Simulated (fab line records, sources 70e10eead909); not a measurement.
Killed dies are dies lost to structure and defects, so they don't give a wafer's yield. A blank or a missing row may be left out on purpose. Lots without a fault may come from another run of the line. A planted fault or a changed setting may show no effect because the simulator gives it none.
One fault seen from 2 desks | flow nand_harc | each desk has only its own numbers; what lay behind them comes last

THE DEFECT DESK
What the inspections along the route counted, lot by lot: means of the sampled wafers that have a number. A lot is out of limits, marked OUT, if its mean lies more than 4 standard deviations from the usual mean; the brackets give that distance.
Columns: A = raw_defect_count at NHARC_P_GATE_INSPECT_68, usual 217
lot  | first seen here | A
L105 | day 5 05:44     | 168
L107 | day 5 16:12     | 348
L109 | day 6 07:59     | 355
L114 | day 7 15:24     | 362
L113 | day 7 16:02     | 137
L115 | day 8 00:32     | 189
L117 | day 8 17:11     | 241
L119 | day 8 17:35     | 150
L116 | day 8 23:41     | 162
L120 | day 9 05:40     | 586
L123 | day 9 17:41     | 532
L128 | day 10 20:55    | 235
This desk's finding: nothing out of limits on any of the 12 lots.

THE TOOL OWNER'S DESK: ald_sin-03
The tool's own readings at NHARC_P_GATE_ALD_36 (deposits SiNx, target thk 20 nm, pulse time 60 s, ald cycles 223): means of the sampled wafers that have a number, for each lot that ran on this tool. A lot is out of limits, marked OUT, if its mean lies more than 4 standard deviations from the usual mean; the brackets give that distance.
Columns: A = heater_power_w at NHARC_P_GATE_ALD_36, usual 886 W; B = precursor_pulse_height_rel at NHARC_P_GATE_ALD_36, usual 1.001
lot  | first seen here | A   | B
L107 | day 4 23:05     | 935 | 0.980
L114 | day 6 23:22     | 930 | 0.985
L115 | day 7 07:14     | 922 | 0.989
L119 | day 8 01:17     | 933 | 1.002
L120 | day 8 14:34     | 948 | 1.003
L123 | day 8 23:58     | 908 | 1.020
This desk's finding: nothing out of limits on any of the 6 lots.

PUT TOGETHER
The defect desk saw nothing out of limits.
The tool owner's desk saw nothing out of limits.

WHAT THE SIMULATOR HAD PUT IN
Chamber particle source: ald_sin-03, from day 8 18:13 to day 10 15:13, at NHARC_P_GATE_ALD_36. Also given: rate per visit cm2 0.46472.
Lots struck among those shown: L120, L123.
